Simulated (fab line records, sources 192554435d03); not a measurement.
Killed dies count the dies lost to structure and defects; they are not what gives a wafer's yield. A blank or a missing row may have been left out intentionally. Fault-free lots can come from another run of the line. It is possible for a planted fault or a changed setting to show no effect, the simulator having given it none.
Split-lot trial || flow n5Finfet || 7 lots, 21 wafers read, on a route of 1938 steps

== THE SPLIT ITSELF ==
At N5_MOL_CONTACT_COAG_ALD_133 (deposits SiO2, target thk 5 nm, pulse time 1 s, co reactant pulse time 1 s), the setting aldCycles was moved away from the recipe's 35 on 6 of the 21 wafers read, by -8.6% to +17.1%. This setting was run at the recipe's value on the other wafers.

The split's own step is where the reading is taken.

== THE READING ==
SiO2_of_MOL_CONTACT_COAG_ALD_133.thkNm (the simulator's own value, which no gauge read), in nm, at N5_MOL_CONTACT_COAG_ALD_133 (deposits SiO2, target thk 5 nm, pulse time 1 s, co reactant pulse time 1 s). There is no usual value for it anywhere in the file.

{"wafer": "L074.2", "tool, chamber at the split": "aldSin-04, 2,3", "aldCycles as run": 32, "against the recipe": "-8.6%", "SiO2_of_MOL_CONTACT_COAG_ALD_133.thkNm, nm": 4.6, "against lot-mates on the recipe": -0.4}
{"wafer": "L074.3", "tool, chamber at the split": "aldSin-04, 2,3", "aldCycles as run": 32, "against the recipe": "-8.6%", "SiO2_of_MOL_CONTACT_COAG_ALD_133.thkNm, nm": 4.6, "against lot-mates on the recipe": -0.4}
{"wafer": "L074.4", "tool, chamber at the split": "aldSin-04, 1", "aldCycles as run": 35, "against the recipe": "recipe", "SiO2_of_MOL_CONTACT_COAG_ALD_133.thkNm, nm": 5, "against lot-mates on the recipe": "-"}
{"wafer": "L076.1", "tool, chamber at the split": "aldSin-04, 0,1", "aldCycles as run": 35, "against the recipe": "recipe", "SiO2_of_MOL_CONTACT_COAG_ALD_133.thkNm, nm": 5, "against lot-mates on the recipe": "-"}
{"wafer": "L076.2", "tool, chamber at the split": "aldSin-04, 0,1", "aldCycles as run": 35, "against the recipe": "recipe", "SiO2_of_MOL_CONTACT_COAG_ALD_133.thkNm, nm": 5, "against lot-mates on the recipe": "-"}
{"wafer": "L076.4", "tool, chamber at the split": "aldSin-04, 2", "aldCycles as run": 41, "against the recipe": "+17.1%", "SiO2_of_MOL_CONTACT_COAG_ALD_133.thkNm, nm": 5.8, "against lot-mates on the recipe": "+0.8"}
{"wafer": "L081.1", "tool, chamber at the split": "aldSin-03, 2,3,0", "aldCycles as run": 35, "against the recipe": "recipe", "SiO2_of_MOL_CONTACT_COAG_ALD_133.thkNm, nm": 5, "against lot-mates on the recipe": "-"}
{"wafer": "L081.2", "tool, chamber at the split": "aldSin-03, 2,3,0", "aldCycles as run": 35, "against the recipe": "recipe", "SiO2_of_MOL_CONTACT_COAG_ALD_133.thkNm, nm": 5, "against lot-mates on the recipe": "-"}
{"wafer": "L081.4", "tool, chamber at the split": "aldSin-03, 2,3,0", "aldCycles as run": 35, "against the recipe": "recipe", "SiO2_of_MOL_CONTACT_COAG_ALD_133.thkNm, nm": 5, "against lot-mates on the recipe": "-"}
{"wafer": "L083.3", "tool, chamber at the split": "aldSin-04, 3,1", "aldCycles as run": 35, "against the recipe": "recipe", "SiO2_of_MOL_CONTACT_COAG_ALD_133.thkNm, nm": 5, "against lot-mates on the recipe": "-"}
{"wafer": "L083.4", "tool, chamber at the split": "aldSin-04, 3,1", "aldCycles as run": 35, "against the recipe": "recipe", "SiO2_of_MOL_CONTACT_COAG_ALD_133.thkNm, nm": 5, "against lot-mates on the recipe": "-"}
{"wafer": "L083.6", "tool, chamber at the split": "aldSin-04, 2", "aldCycles as run": 38, "against the recipe": "+8.6%", "SiO2_of_MOL_CONTACT_COAG_ALD_133.thkNm, nm": 5.4, "against lot-mates on the recipe": "+0.4"}
{"wafer": "L086.2", "tool, chamber at the split": "aldSin-02, 3,2,2", "aldCycles as run": 35, "against the recipe": "recipe", "SiO2_of_MOL_CONTACT_COAG_ALD_133.thkNm, nm": 5, "against lot-mates on the recipe": "-"}
{"wafer": "L086.4", "tool, chamber at the split": "aldSin-02, 3,2,2", "aldCycles as run": 35, "against the recipe": "recipe", "SiO2_of_MOL_CONTACT_COAG_ALD_133.thkNm, nm": 5, "against lot-mates on the recipe": "-"}
{"wafer": "L086.5", "tool, chamber at the split": "aldSin-02, 3,2,2", "aldCycles as run": 35, "against the recipe": "recipe", "SiO2_of_MOL_CONTACT_COAG_ALD_133.thkNm, nm": 5, "against lot-mates on the recipe": "-"}
{"wafer": "L088.1", "tool, chamber at the split": "aldSin-02, 1,2", "aldCycles as run": 40, "against the recipe": "+14.3%", "SiO2_of_MOL_CONTACT_COAG_ALD_133.thkNm, nm": 5.8, "against lot-mates on the recipe": "+0.8"}
{"wafer": "L088.4", "tool, chamber at the split": "aldSin-02, 1,2", "aldCycles as run": 40, "against the recipe": "+14.3%", "SiO2_of_MOL_CONTACT_COAG_ALD_133.thkNm, nm": 5.8, "against lot-mates on the recipe": "+0.8"}
{"wafer": "L088.3", "tool, chamber at the split": "aldSin-02, 3", "aldCycles as run": 35, "against the recipe": "recipe", "SiO2_of_MOL_CONTACT_COAG_ALD_133.thkNm, nm": 5, "against lot-mates on the recipe": "-"}
{"wafer": "L090.2", "tool, chamber at the split": "aldSin-04, 0,3,2", "aldCycles as run": 35, "against the recipe": "recipe", "SiO2_of_MOL_CONTACT_COAG_ALD_133.thkNm, nm": 5, "against lot-mates on the recipe": "-"}
{"wafer": "L090.3", "tool, chamber at the split": "aldSin-04, 0,3,2", "aldCycles as run": 35, "against the recipe": "recipe", "SiO2_of_MOL_CONTACT_COAG_ALD_133.thkNm, nm": 5, "against lot-mates on the recipe": "-"}
{"wafer": "L090.5", "tool, chamber at the split": "aldSin-04, 0,3,2", "aldCycles as run": 35, "against the recipe": "recipe", "SiO2_of_MOL_CONTACT_COAG_ALD_133.thkNm, nm": 5, "against lot-mates on the recipe": "-"}
If several chambers appear in one row, that row covers several wafers at once and the file leaves open which wafer was in which chamber.

FIT RESULTS
A straight line over all 21 wafers: SiO2_of_MOL_CONTACT_COAG_ALD_133.thkNm changes by +0.0506 nm for each +1% of aldCycles; r = +1.00; the points scatter about the line by 0.032 nm.
The same after taking each lot's own level away (the mean of its wafers on the recipe; 21 wafers): +0.0506 nm for each +1%; r = +1.00; scatter 0.032 nm.
Per that fit: largest aldCycles move, reading shift of 0.87 nm.
The lots' own levels span 5.00 to 5.00 nm.
The two slopes are in agreement: the lot-to-lot level therefore moves the slope only a little.
Check: +0.907 nm against its lot-mates is what the line predicts for one of the wafers moved furthest among these (+17.1%) when that wafer is left out of the fit. It came out at +0.8 nm against them.

== THE FILE'S OWN FIT ==
SiO2_of_MOL_CONTACT_COAG_ALD_133.thkNm changes by +0.0496 nm for each +1% of aldCycles, r = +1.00.
